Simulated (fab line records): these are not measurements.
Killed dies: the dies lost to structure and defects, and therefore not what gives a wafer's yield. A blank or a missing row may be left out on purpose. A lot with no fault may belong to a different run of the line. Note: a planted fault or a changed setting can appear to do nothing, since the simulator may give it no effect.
fab line records    flow nand_harc
[record] lots = 24  wafers = 72  last_day = 33
route steps=1302 shown A_SGD_CUT@920 A_SLIT@933 A_WL_FILL@954 A_CONTACT@1007
lots untouched by any fault: they come from a run of this same line in which no faults occurred
start_h: hours from the record's opening day to when the first of the lot's shown wafers began    wait_h: hours from the lot's prior step to this one    " unchanged from the row above    L1.1+2: several wafers, shown together as one row    - no value, or no start was given    * or withheld: withheld    < > ~ a bound
route shown NAME@n: NAME is a module with steps in the file, n the number in the route of the first one    usual: average and standard deviation across the fault-free wafers    same: alike in all rows    chamber/n: place in a boat    sites: the reading at each site    _std_site: the standard deviation of these    _edge_site: outer sites' mean less inner sites'    radius_mm: how far each site lies from the wafer's centre    mask NAME#n: copy n    behind: the last tool/chamber to shape the wafer    hold: why the lot was held/for how many hours/how that ended    device: the transistor (n, p or np) that didn't switch    end of line: the same wafers' tests at the end of the route    a step without rows: its recipe alone    killed: dies lost to structure and defects at the first sort, not the wafer's yield    map: shows each die of a wafer: x if killed, . if not, _ if none is there
set.NAME: the setting as run; set.NAME@STEP: as run at that earlier step    model.NAME: the simulator's own value behind a step, which no gauge read
route steps across a sampled set of lots; one table per step, one row per wafer
services: a tool's chamber out of use, with start hour (start_h, from the record's first day; less than 0 if before it), hours out, and reason
[[steps]]
[step NHARC_A_SGD_CUT_STRIP_28]
[recipe] time_s = 20  o2_flow_sccm = 500  ar_flow_sccm = 0  bias_w = 0  chemistry = O2
[usual] drypump_motor_current_A = 5.8/0.55  oes_product_au = 1.001/0.011  rf_vpp_V = 57.8/0.85  showerhead_plenum_p_Torr = 3.50/0.11  throttle_valve_pct = 17.037/0.0087
[same] bias_w = 0
lot.wafer  tool         chamber  start_h  wait_h  drypump_motor_current_A  oes_product_au  rf_hours_counter_h  rf_vpp_V  showerhead_plenum_p_Torr  throttle_valve_pct
L074.1     rie_diel-13  0        441.84   0.2     6.8                      1.016           6                   58.3      3.40                      17.026
L074.3     "            2        "        "       5.3                      1.033           6                   58.7      3.43                      17.045
L074.5     "            3        "        "       6.3                      0.987           -                   57.2      3.59                      17.052
L075.2     rie_diel-05  2        -        -       5.2                      1.018           3                   57.8      3.42                      17.027
L075.4     "            0        "        "       5.1                      0.997           3                   58.0      3.56                      17.035
L075.5     "            2        "        "       5.2                      1.016           -                   57.2      3.42                      17.037
L076.4     rie_diel-10  3        -        -       6.2                      0.987           2                   57.7      3.62                      17.029
L076.6     "            1        "        "       5.4                      1.017           -                   56.7      3.59                      17.026
L076.5     "            2        "        "       6.0                      0.982           -                   57.1      3.42                      17.026
L078.3     rie_diel-10  2        -        -       6.1                      1.013           5                   58.0      3.42                      17.053
L078.1     "            3        "        "       6.2                      0.996           5                   57.7      3.61                      17.038
L078.6     "            2        "        "       6.1                      1.003           -                   56.8      3.42                      17.036
L077.2     rie_diel-13  1        -        -       5.1                      0.994           8                   58.3      3.73                      17.040
L077.3     "            3        "        "       6.3                      0.982           7                   59.2      3.59                      17.029
L077.6     "            1        "        "       5.1                      0.993           -                   59.3      3.73                      17.035
L079.2     rie_diel-13  2        -        -       5.3                      1.010           9                   58.2      3.43                      17.037
L079.1     "            3        "        "       6.3                      0.991           7                   57.8      3.59                      17.021
L079.4     "            0        "        "       6.7                      1.010           9                   58.9      3.40                      17.039
L080.3     rie_diel-10  2        -        -       6.0                      1.002           6                   57.1      3.42                      17.034
L080.6     "            0        "        "       5.9                      0.999           -                   57.4      3.42                      17.044
L080.5     "            1        "        "       5.4                      0.999           -                   56.7      3.59                      17.032
L081.1     rie_diel-05  3        510.66   0.1     5.7                      1.000           7                   56.9      3.52                      17.043
L081.4     "            2        "        "       5.3                      1.016           -                   59.9      3.42                      17.036
L081.6     "            3        "        "       5.7                      1.001           -                   57.3      3.52                      17.027
L083.1     rie_diel-13  3        -        -       6.3                      1.003           0                   57.7      3.59                      17.035
L083.4     "            1        "        "       5.1                      1.001           0                   58.7      3.73                      17.027
L083.5     "            0        "        "       6.8                      0.985           -                   57.0      3.40                      17.038
L082.2     rie_diel-05  1        -        -       6.5                      1.011           7                   58.0      3.33                      17.041
L082.1     "            3        "        "       5.7                      0.999           7                   58.1      3.52                      17.038
L082.5     "            1        "        "       6.5                      1.002           -                   57.9      3.33                      17.047
L085.4     rie_diel-10  1        -        -       5.4                      1.009           12                  58.5      3.59                      17.029
L085.1     "            0        "        "       5.9                      0.998           13                  56.7      3.42                      17.044
L085.6     "            1        "        "       5.4                      1.010           -                   58.1      3.59                      17.052
L084.3     rie_diel-13  2        -        -       5.3                      1.007           2                   58.1      3.43                      17.045
L084.1     "            3        "        "       6.2                      1.011           2                   58.4      3.59                      17.044
L084.6     "            0        "        "       6.7                      0.995           -                   58.1      3.39                      17.022
L086.4     rie_diel-05  3        -        -       5.7                      0.998           9                   57.5      3.52                      17.047
L086.2     "            0        "        "       5.1                      1.007           10                  57.5      3.55                      17.033
L086.6     "            2        "        "       5.3                      1.028           -                   56.7      3.42                      17.023
L087.1     rie_diel-05  3        -        -       5.7                      0.997           10                  57.9      3.52                      17.041
L087.4     "            1        "        "       6.5                      1.020           8                   57.3      3.32                      17.021
L087.5     "            0        "        "       5.1                      1.001           -                   55.7      3.55                      17.046
L089.1     rie_diel-05  2        -        -       5.3                      0.996           0                   57.5      3.42                      17.038
L089.2     "            3        "        "       5.7                      0.981           0                   58.2      3.52                      17.045
L089.4     "            1        "        "       6.5                      1.012           1                   58.7      3.32                      17.044
L090.2     rie_diel-13  3        -        -       6.2                      0.988           4                   58.7      3.59                      17.032
L090.3     "            1        "        "       5.1                      0.995           4                   59.0      3.73                      17.040
L090.5     "            0        "        "       6.7                      0.994           -                   58.7      3.39                      17.025
L088.1     rie_diel-10  1        -        -       5.4                      1.000           0                   57.7      3.59                      17.033
L088.4     "            2        "        "       6.0                      1.018           0                   57.3      3.42                      17.029
L088.6     "            1        "        "       5.4                      0.980           -                   58.1      3.59                      17.035
L093.1     rie_diel-13  3        -        -       6.3                      1.000           5                   57.9      3.59                      17.041
L093.4     "            1        "        "       5.1                      1.004           5                   59.8      3.73                      17.044
L093.6     "            2        "        "       5.3                      1.005           -                   58.1      3.43                      17.032
L092.3     rie_diel-05  3        -        -       5.7                      0.989           2                   56.8      3.52                      17.030
L092.2     "            0        "        "       5.0                      0.985           2                   59.2      3.55                      17.043
L092.5     "            1        "        "       6.5                      1.003           -                   57.3      3.32                      17.042
L091.4     rie_diel-10  2        -        -       6.1                      1.014           1                   58.6      3.42                      17.031
L091.5     "            0        "        "       5.9                      1.019           -                   58.1      3.42                      17.033
L091.6     "            1        "        "       5.4                      0.996           -                   59.3      3.59                      17.039
L094.3     rie_diel-10  2        -        -       6.1                      0.997           4                   55.6      3.41                      17.036
L094.2     "            3        "        "       6.2                      1.009           4                   60.2      3.61                      17.037
L094.5     "            2        "        "       6.0                      0.995           -                   57.3      3.41                      17.049
L095.1     rie_diel-05  0        -        -       5.0                      0.985           3                   58.5      3.55                      17.029
L095.3     "            3        "        "       5.7                      0.977           3                   56.5      3.52                      17.027
L095.6     "            1        "        "       6.5                      1.004           -                   57.5      3.32                      17.052
L097.2     rie_diel-05  3        -        -       5.7                      0.994           3                   58.5      3.52                      17.044
L097.4     "            0        "        "       5.0                      0.981           4                   57.1      3.55                      17.045
L097.1     "            1        "        "       6.5                      1.018           4                   57.4      3.32                      17.032
L096.2     rie_diel-13  3        -        -       6.3                      1.007           7                   58.3      3.59                      17.022
L096.5     "            0        "        "       6.7                      1.011           -                   57.9      3.39                      17.038
L096.6     "            1        "        "       5.1                      1.016           -                   59.2      3.72                      17.035
[step NHARC_A_SLIT_CD_MEAS_09]
[recipe] target_cd_nm = 300  landing_energy_ev = 500
[usual] cd_nm = 300.0/0.53
lot.wafer  tool       chamber  start_h  wait_h  cd_nm
L074.1     cd_sem-02  0        446.79   -       300.9
L074.3     "          0        "        "       299.9
L074.5     "          0        "        "       300.3
L075.2     cd_sem-01  0        453.79   -       300.3
L075.4     "          0        "        "       299.9
L075.5     "          0        "        "       299.7
L076.4     cd_sem-02  0        454.18   -       300.0
L076.5     "          0        "        "       300.5
L076.6     "          0        "        "       299.4
L078.1     cd_sem-03  0        491.24   -       300.6
L078.3     "          0        "        "       300.8
L078.6     "          0        "        "       300.1
L077.2     cd_sem-01  0        491.95   -       299.9
L077.3     "          0        "        "       299.5
L077.6     "          0        "        "       299.6
L080.3     cd_sem-01  0        504.06   -       300.0
L080.5     "          0        "        "       300.5
L080.6     "          0        "        "       300.4
L079.1     cd_sem-03  0        505.40   -       300.0
L079.2     "          0        "        "       300.0
L079.4     "          0        "        "       300.5
L081.1     cd_sem-01  0        516.27   -       299.2
L081.4     "          0        "        "       299.4
L081.6     "          0        "        "       299.5
L083.1     cd_sem-01  0        539.80   -       298.9
L083.4     "          0        "        "       300.1
L083.5     "          0        "        "       300.3
L082.1     cd_sem-03  0        540.74   -       299.8
L082.2     "          0        "        "       299.8
L082.5     "          0        "        "       299.7
L085.1     cd_sem-02  0        568.84   -       299.3
L085.4     "          0        "        "       299.3
L085.6     "          0        "        "       299.7
L084.1     cd_sem-01  0        569.48   -       299.9
L084.3     "          0        "        "       300.0
L084.6     "          0        "        "       301.0
L086.2     cd_sem-02  0        576.96   -       300.3
L086.4     "          0        "        "       299.9
L086.6     "          0        "        "       299.7
L087.1     cd_sem-03  0        584.71   -       300.4
L087.4     "          0        "        "       300.2
L087.5     "          0        "        "       300.4
L089.1     cd_sem-02  0        609.76   -       300.5
L089.2     "          0        "        "       299.7
L089.4     "          0        "        "       300.6
L090.2     cd_sem-01  0        614.31   -       300.5
L090.3     "          0        "        "       300.5
L090.5     "          0        "        "       299.9
L088.1     cd_sem-03  0        614.79   -       299.4
L088.4     "          0        "        "       299.3
L088.6     "          0        "        "       299.2
L093.1     cd_sem-03  0        628.64   -       300.2
L093.4     "          0        "        "       300.7
L093.6     "          0        "        "       300.2
L092.2     cd_sem-02  0        631.34   -       300.5
L092.3     "          0        "        "       300.6
L092.5     "          0        "        "       299.4
L091.4     cd_sem-03  0        632.55   -       299.4
L091.5     "          0        "        "       299.1
L091.6     "          0        "        "       300.1
L094.2     cd_sem-01  0        659.70   -       300.3
L094.3     "          0        "        "       300.5
L094.5     "          0        "        "       300.8
L095.1     cd_sem-01  0        660.80   -       298.9
L095.3     "          0        "        "       299.7
L095.6     "          0        "        "       299.4
L097.1     cd_sem-01  0        677.09   -       300.1
L097.2     "          0        "        "       299.2
L097.4     "          0        "        "       300.2
L096.2     cd_sem-01  0        680.63   -       300.5
L096.5     "          0        "        "       299.9
L096.6     "          0        "        "       299.3
[step NHARC_A_WL_FILL_ALD_02]
[recipe] target_thk_a = 20  pulse_time_s = 3  ald_cycles = 100  temp_c = 450  material = TiN
[usual] heater_power_w = 1069/87  precursor_pulse_height_rel = 0.996/0.02
lot.wafer  tool          chamber  start_h  wait_h  heater_power_w  precursor_pulse_height_rel
L074.3     ald_metal-03  2        460.73   0.2     1124            0.991
L074.1     "             3        "        "       984             1.006
L074.5     "             0        "        "       928             0.972
L075.4     ald_metal-03  1        472.66   0.1     1253            1.001
L075.2     "             2        "        "       1080            0.995
L075.5     "             1        "        "       1222            1.006
L076.4     ald_metal-02  3        474.88   0.2     1093            1.000
L076.5     "             0        "        "       1052            0.999
L076.6     "             1        "        "       1110            0.985
L077.2     ald_metal-03  2        504.94   0.2     1088            0.970
L077.3     "             3        "        "       952             0.968
L077.6     "             3        "        "       975             0.985
L078.3     ald_metal-02  1        505.11   0.1     1134            1.036
L078.1     "             3        "        "       1096            0.973
L078.6     "             1        "        "       1110            1.039
L080.3     ald_metal-01  3        518.02   0.2     1133            0.986
L080.5     "             2        "        "       924             0.985
L080.6     "             3        "        "       1154            1.021
L079.1     ald_metal-03  0        518.07   0.2     949             1.010
L079.2     "             1        "        "       1251            0.998
L079.4     "             3        "        "       962             1.005
L081.4     ald_metal-03  3        529.96   0.1     956             1.005
L081.1     "             0        "        "       970             0.967
L081.6     "             2        "        "       1115            1.033
L082.2     ald_metal-01  0        553.46   0.2     1068            0.983
L082.1     "             1        "        "       1100            1.022
L082.5     "             0        "        "       1123            0.980
L083.1     ald_metal-02  1        553.59   0.2     1136            1.014
L083.4     "             0        "        "       1060            1.015
L083.5     "             1        "        "       1133            0.991
L085.4     ald_metal-02  2        582.44   0.1     969             0.953
L085.1     "             0        "        "       1074            0.962
L085.6     "             3        "        "       1075            1.007
L084.3     ald_metal-01  0        582.46   0.1     1100            0.984
L084.1     "             1        "        "       1063            0.977
L084.6     "             0        "        "       1123            1.010
L086.4     ald_metal-02  1        594.73   0.1     1112            1.017
L086.2     "             3        "        "       1099            1.019
L086.6     "             2        "        "       986             0.988
L087.4     ald_metal-01  2        599.18   0.1     1027            0.984
L087.1     "             0        "        "       1114            1.010
L087.5     "             2        "        "       1005            1.013
L089.2     ald_metal-02  1        623.91   0.2     1060            1.031
L089.4     "             2        "        "       1009            1.008
L089.1     "             3        "        "       1123            0.993
L090.2     ald_metal-03  3        631.08   0.2     948             0.971
L090.3     "             0        "        "       915             0.991
L090.5     "             2        "        "       1096            0.954
L088.4     ald_metal-01  0        631.25   0.1     1105            0.989
L088.1     "             2        "        "       995             1.008
L088.6     "             3        "        "       1148            0.973
L093.1     ald_metal-02  0        642.27   0.2     992             1.008
L093.4     "             1        "        "       1053            0.979
L093.6     "             1        "        "       1064            1.010
L092.3     ald_metal-01  0        644.97   0.1     1126            1.019
L092.2     "             1        "        "       1098            1.019
L092.5     "             1        "        "       1085            0.998
L091.4     ald_metal-02  1        645.18   0.1     1055            1.003
L091.5     "             0        "        "       975             0.979
L091.6     "             1        "        "       1062            1.000
L094.3     ald_metal-02  2        673.38   0.1     999             0.979
L094.2     "             1        "        "       1077            1.003
L094.5     "             3        "        "       1129            0.998
L095.1     ald_metal-03  0        673.57   0.2     913             1.012
L095.3     "             3        "        "       936             0.974
L095.6     "             0        "        "       935             1.000
L097.4     ald_metal-01  0        690.96   0.1     1147            1.025
L097.2     "             1        "        "       1099            0.964
L097.1     "             3        "        "       1171            0.985
L096.2     ald_metal-03  3        695.92   0.3     969             0.997
L096.5     "             0        "        "       898             1.004
L096.6     "             1        "        "       1174            0.980
[step NHARC_A_WL_FILL_ETCHBACK_26]
[recipe] target_depth_a = 520  time_s = 13.3  hbr_flow_sccm = 150  rf_w = 350  icp_w = 350  bias_w = 60  chemistry = HBr
[usual] bias_w = 59.97/0.18  drypump_motor_current_A = 5.8/0.34  oes_product_au = 1.000/0.0079  throttle_valve_pct = 23.265/0.0096
lot.wafer  tool       chamber  start_h  wait_h  bias_w  drypump_motor_current_A  oes_product_au  rf_hours_counter_h  throttle_valve_pct
L074.3     rie_si-04  2        477.15   0.4     59.85   5.9                      1.000           0.9                 23.272
L074.1     "          3        "        "       59.70   6.2                      0.988           0.9                 23.263
L074.5     "          2        "        "       59.95   5.9                      1.008           -                   23.270
L076.4     rie_si-06  2        489.01   0.4     59.90   5.4                      0.991           0.4                 23.280
L076.6     "          1        "        "       59.97   6.0                      1.000           -                   23.280
L076.5     "          2        "        "       59.72   5.4                      0.994           -                   23.269
L075.4     rie_si-04  3        489.01   0.4     59.69   6.2                      0.980           1.0                 23.264
L075.2     "          1        "        "       59.91   5.5                      1.003           0.9                 23.249
L075.5     "          2        "        "       59.53   6.0                      1.007           -                   23.291
L078.3     rie_si-06  1        521.13   0.4     59.99   6.0                      0.994           0.6                 23.248
L078.1     "          0        "        "       59.96   6.3                      0.996           0.5                 23.268
L078.6     "          1        "        "       60.07   6.0                      0.989           -                   23.263
L077.2     rie_si-05  3        521.13   0.4     59.89   6.0                      1.003           0.2                 23.255
L077.3     "          2        "        "       59.87   5.7                      0.996           0.2                 23.270
L077.6     "          0        "        "       59.79   5.3                      0.985           -                   23.264
L079.4     rie_si-05  1        534.82   0.4     59.89   5.7                      1.006           0.3                 23.260
L079.1     "          2        "        "       59.86   5.7                      0.993           0.4                 23.268
L079.2     "          0        "        "       59.70   5.3                      0.996           0.3                 23.273
L080.3     rie_si-05  1        537.82   0.4     59.78   5.7                      1.006           0.4                 23.268
L080.6     "          2        "        "       60.13   5.7                      1.000           -                   23.262
L080.5     "          3        "        "       60.04   6.0                      0.997           -                   23.241
L081.1     rie_si-06  2        549.01   0.4     59.96   5.4                      0.999           0.8                 23.243
L081.4     "          0        "        "       59.88   6.3                      1.004           0.6                 23.256
L081.6     "          2        "        "       59.80   5.4                      0.998           -                   23.263
L082.1     rie_si-05  2        571.33   0.4     60.20   5.7                      1.008           0.6                 23.266
L082.2     "          1        "        "       59.83   5.7                      1.005           0.6                 23.264
L082.5     "          2        "        "       59.91   5.7                      1.000           -                   23.249
L083.1     rie_si-04  2        571.35   0.4     60.24   5.9                      1.004           0.4                 23.262
L083.4     "          3        "        "       59.81   6.2                      1.011           0.3                 23.252
L083.5     "          1        "        "       59.98   5.6                      0.988           -                   23.259
L084.3     rie_si-06  3        599.04   0.4     60.11   5.3                      1.003           0.9                 23.266
L084.1     "          1        "        "       59.88   6.0                      0.989           1.0                 23.264
L084.6     "          3        "        "       59.74   5.3                      1.000           -                   23.274
L085.4     rie_si-04  1        599.04   0.4     60.16   5.6                      0.995           0.4                 23.259
L085.1     "          2        "        "       60.08   5.9                      1.009           0.4                 23.248
L085.6     "          2        "        "       60.37   5.9                      1.005           -                   23.266
L086.4     rie_si-05  2        611.38   0.4     60.07   5.7                      1.008           1.0                 23.267
L086.2     "          1        "        "       60.00   5.7                      1.004           0.9                 23.276
L086.6     "          3        "        "       60.18   6.0                      1.006           -                   23.252
L087.1     rie_si-06  3        616.19   0.4     59.83   5.3                      1.001           0.1                 23.247
L087.4     "          2        "        "       60.06   5.4                      0.996           0.1                 23.277
L087.5     "          0        "        "       60.13   6.3                      0.991           -                   23.263
L089.2     rie_si-06  1        643.05   0.4     59.89   5.9                      0.990           0.1                 23.259
L089.1     "          3        "        "       59.89   5.3                      0.996           0.2                 23.260
L089.4     "          0        "        "       60.23   6.4                      0.996           -                   23.264
L090.2     rie_si-06  2        648.07   0.4     59.76   5.4                      0.995           0.2                 23.274
L090.3     "          3        "        "       59.95   5.3                      0.994           0.2                 23.266
L090.5     "          2        "        "       59.68   5.4                      0.999           -                   23.268
L088.1     rie_si-05  1        651.11   0.4     59.97   5.7                      0.997           1.1                 23.280
L088.4     "          2        "        "       59.99   5.7                      1.005           1.2                 23.267
L088.6     "          0        "        "       60.10   5.3                      0.992           -                   23.263
L093.4     rie_si-06  2        659.11   0.4     60.11   5.4                      1.006           0.3                 23.264
L093.1     "          1        "        "       59.80   6.0                      0.986           0.3                 23.268
L093.6     "          2        "        "       60.15   5.4                      1.005           -                   23.267
L092.2     rie_si-04  3        659.13   0.4     60.26   6.2                      1.009           0.8                 23.267
L092.3     "          0        "        "       60.24   5.7                      1.009           0.8                 23.273
L092.5     "          2        "        "       59.94   5.9                      1.011           -                   23.275
L091.4     rie_si-06  3        663.33   0.4     60.00   5.3                      0.999           0.3                 23.273
L091.6     "          3        "        "       59.87   5.3                      1.003           -                   23.249
L091.5     "          0        "        "       59.88   6.3                      1.002           -                   23.274
L094.3     rie_si-05  0        689.99   0.4     59.86   5.3                      0.991           0.1                 23.264
L094.2     "          2        "        "       60.24   5.7                      0.995           0.1                 23.267
L094.5     "          0        "        "       60.07   5.3                      0.987           -                   23.268
L095.1     rie_si-06  0        692.96   0.4     59.70   6.3                      1.008           0.5                 23.257
L095.3     "          3        "        "       59.74   5.3                      1.010           0.7                 23.259
L095.6     "          0        "        "       59.79   6.3                      1.008           -                   23.270
L097.1     rie_si-06  0        710.61   0.4     60.22   6.3                      1.006           0.6                 23.264
L097.2     "          2        "        "       60.11   5.4                      1.005           0.7                 23.274
L097.4     "          3        "        "       59.85   5.3                      1.003           0.8                 23.259
L096.2     rie_si-05  0        715.39   0.4     59.99   5.3                      1.001           0.3                 23.267
L096.6     "          0        "        "       60.29   5.3                      0.999           -                   23.275
L096.5     "          1        "        "       60.17   5.7                      1.019           -                   23.254
[step NHARC_A_WL_FILL_CVD_20]
[recipe] target_thk_a = 1000  temp_c = 400  pressure_torr = 40  wf6_flow_sccm = 40  h2_flow_sccm = 1600  ar_flow_sccm = 1560  time_s = 74  material = W
[usual] heater_power_w = 828/91  mfc_wf6_sccm = 39.99/0.13  throttle_valve_pct = 7.8/0.33
lot.wafer  tool      chamber  start_h  wait_h  heater_power_w  mfc_wf6_sccm  throttle_valve_pct
L074.1     cvd_w-02  1        -        -       854             40.10         8.0
L074.3     "         0        "        "       840             40.08         8.3
L074.5     "         0        "        "       854             40.06         8.3
L075.2     cvd_w-01  1        -        -       947             39.85         7.8
L075.4     "         0        "        "       688             40.01         7.6
L075.5     "         1        "        "       913             39.98         8.2
L076.4     cvd_w-02  1        -        -       849             39.91         7.9
L076.5     "         0        "        "       834             40.14         8.3
L076.6     "         1        "        "       837             40.06         8.3
L077.2     cvd_w-01  1        -        -       927             40.11         7.9
L077.3     "         0        "        "       685             39.92         7.6
L077.6     "         0        "        "       691             39.73         7.6
L078.1     cvd_w-02  0        -        -       868             40.01         8.2
L078.3     "         0        "        "       863             40.05         8.0
L078.6     "         0        "        "       882             40.05         8.0
L079.1     cvd_w-01  1        -        -       936             40.22         8.0
L079.2     "         0        "        "       684             40.05         7.3
L079.4     "         0        "        "       672             40.15         7.2
L080.3     cvd_w-01  1        -        -       935             39.96         7.8
L080.6     "         0        "        "       695             40.07         7.7
L080.5     "         1        "        "       950             39.86         7.8
L081.1     cvd_w-02  0        -        -       889             39.96         8.2
L081.4     "         0        "        "       847             40.05         8.3
L081.6     "         1        "        "       833             39.85         8.2
L082.1     cvd_w-02  0        -        -       872             39.74         8.3
L082.2     "         1        "        "       866             40.00         7.9
L082.5     "         0        "        "       874             39.83         8.2
L083.1     cvd_w-01  0        -        -       676             39.89         7.4
L083.4     "         1        "        "       927             39.93         7.4
L083.5     "         0        "        "       708             39.86         7.6
L085.1     cvd_w-01  0        -        -       688             40.00         7.5
L085.4     "         1        "        "       931             39.99         7.8
L085.6     "         1        "        "       890             40.00         7.4
L084.1     cvd_w-02  1        -        -       863             40.03         8.3
L084.3     "         1        "        "       845             39.86         8.4
L084.6     "         0        "        "       857             39.93         7.9
L086.2     cvd_w-02  1        -        -       856             40.12         8.3
L086.4     "         1        "        "       865             39.99         8.1
L086.6     "         1        "        "       855             39.86         8.1
L087.1     cvd_w-01  1        -        -       902             40.06         7.2
L087.4     "         1        "        "       915             39.90         7.4
L087.5     "         1        "        "       940             39.95         7.7
L089.1     cvd_w-01  0        -        -       691             39.89         7.8
L089.2     "         1        "        "       936             39.90         7.7
L089.4     "         1        "        "       906             39.94         7.5
L090.2     cvd_w-02  0        -        -       845             40.09         8.1
L090.3     "         0        "        "       861             40.28         8.1
L090.5     "         0        "        "       843             40.25         8.0
L088.1     cvd_w-01  1        -        -       917             40.15         7.7
L088.4     "         0        "        "       698             39.94         7.5
L088.6     "         0        "        "       684             40.03         7.9
L093.1     cvd_w-02  1        -        -       845             40.00         8.2
L093.4     "         0        "        "       847             40.19         8.1
L093.6     "         0        "        "       838             40.00         7.9
L092.2     cvd_w-01  0        -        -       706             39.87         7.4
L092.3     "         0        "        "       708             39.80         7.7
L092.5     "         1        "        "       918             39.82         7.7
L091.4     cvd_w-01  0        -        -       668             39.77         7.9
L091.6     "         0        "        "       679             39.87         7.3
L091.5     "         1        "        "       925             40.10         7.4
L094.2     cvd_w-02  1        -        -       845             40.13         8.2
L094.3     "         0        "        "       858             40.02         8.0
L094.5     "         1        "        "       846             40.04         8.3
L095.1     cvd_w-01  1        -        -       909             40.06         7.5
L095.3     "         0        "        "       694             40.14         7.5
L095.6     "         1        "        "       928             40.13         7.6
L097.1     cvd_w-01  0        -        -       689             40.30         7.7
L097.2     "         1        "        "       907             40.16         7.9
L097.4     "         0        "        "       698             40.22         7.8
L096.2     cvd_w-02  0        -        -       872             39.88         8.3
L096.6     "         0        "        "       853             39.89         8.0
L096.5     "         1        "        "       839             40.07         8.0
[step NHARC_A_CONTACT_ETCH_113]
[recipe] source_w = withheld  pressure_mtorr = 20  bias_v = 3000  time_s = 190  target_depth_a = 18500  ar_flow_sccm = withheld  c4f8_flow_sccm = withheld  o2_flow_sccm = withheld  chemistry = C4F8/O2/Ar
lot.wafer  tool             chamber  start_h  wait_h  rf_hours_counter_h
L074.1     har_cap_etch-02  0        490.51   0.1     81
L074.3     "                1        "        "       -
L074.5     "                1        "        "       -
L076.4     har_cap_etch-03  0        502.25   0.1     -
L076.6     "                0        "        "       -
L076.5     "                1        "        "       -
L075.2     har_cap_etch-02  1        502.38   0.1     83
L075.4     "                1        "        "       -
L075.5     "                0        "        "       -
L078.1     har_cap_etch-02  1        530.54   0.1     89
L078.3     "                0        "        "       -
L078.6     "                1        "        "       -
L077.2     har_cap_etch-01  0        531.39   0.1     3
L077.3     "                0        "        "       -
L077.6     "                1        "        "       -
L079.2     har_cap_etch-01  1        548.52   0.2     5
L079.1     "                0        "        "       5
L079.4     "                0        "        "       -
L080.3     har_cap_etch-03  0        550.21   0.2     -
L080.6     "                1        "        "       -
L080.5     "                0        "        "       -
L081.1     har_cap_etch-02  1        557.99   0.1     94
L081.4     "                0        "        "       -
L081.6     "                1        "        "       -
L082.2     har_cap_etch-03  0        580.71   0.1     56
L082.1     "                1        "        "       56
L082.5     "                1        "        "       -
L083.1     har_cap_etch-01  1        581.93   0.1     12
L083.4     "                0        "        "       -
L083.5     "                1        "        "       -
L084.1     har_cap_etch-03  0        608.45   0.1     60
L084.3     "                0        "        "       -
L084.6     "                0        "        "       -
L085.1     har_cap_etch-01  1        609.30   0.1     16
L085.4     "                0        "        "       -
L085.6     "                0        "        "       -
L086.2     har_cap_etch-01  1        626.07   0.1     18
L086.4     "                1        "        "       -
L086.6     "                0        "        "       -
L087.1     har_cap_etch-02  0        630.22   0.1     105
L087.4     "                1        "        "       -
L087.5     "                1        "        "       -
L089.1     har_cap_etch-03  0        652.47   0.2     67
L089.2     "                1        "        "       67
L089.4     "                1        "        "       -
L090.2     har_cap_etch-01  1        657.27   0.1     23
L090.3     "                0        "        "       -
L090.5     "                0        "        "       -
L088.1     har_cap_etch-02  0        660.29   0.1     110
L088.4     "                0        "        "       -
L088.6     "                1        "        "       -
L093.1     har_cap_etch-02  1        671.89   0.1     112
L093.4     "                1        "        "       -
L093.6     "                0        "        "       -
L092.2     har_cap_etch-03  0        676.22   0.1     71
L092.3     "                1        "        "       -
L092.5     "                1        "        "       -
L091.4     har_cap_etch-03  0        685.34   0.2     -
L091.6     "                1        "        "       -
L091.5     "                0        "        "       -
L094.2     har_cap_etch-01  0        700.10   0.1     32
L094.3     "                1        "        "       -
L094.5     "                0        "        "       -
L095.1     har_cap_etch-02  0        702.19   0.1     121
L095.3     "                0        "        "       -
L095.6     "                0        "        "       -
L097.2     har_cap_etch-01  0        719.75   0.1     36
L097.1     "                1        "        "       36
L097.4     "                0        "        "       -
L096.2     har_cap_etch-02  1        725.02   0.1     124
L096.5     "                1        "        "       -
L096.6     "                0        "        "       -
[[services]]
tool             chamber  start_h  hours  kind
rie_si-06        -        426.00   9.0    pm
har_cap_etch-02  -        428.36   0.5    repair
ald_metal-02     -        432.00   10.0   pm
cvd_w-01         0        440.30   17.5   repair
cvd_w-02         -        450.41   13.0   pm
rie_si-06        -        456.02   0.4    repair
ald_metal-02     3        456.84   9.0    repair
har_cap_etch-02  -        462.43   0.3    repair
cvd_w-01         1        485.14   3.6    repair
har_cap_etch-02  -        489.05   0.5    repair
rie_diel-05      1        506.23   16.4   repair
rie_diel-05      3        526.69   4.7    repair
ald_metal-02     -        530.55   0.7    repair
cvd_w-01         -        547.00   13.0   pm
rie_diel-05      1        547.75   3.1    repair
rie_diel-05      -        583.60   9.0    pm
rie_si-06        -        603.00   9.0    pm
ald_metal-02     -        610.00   10.0   pm
cvd_w-01         0        626.63   8.6    repair
cvd_w-02         -        631.41   13.0   pm
rie_diel-05      -        631.67   1.0    repair
rie_si-06        2        640.18   6.1    repair
cvd_w-02         0        668.40   4.1    repair
rie_si-06        -        694.37   0.5    repair
[[key]]
fault none
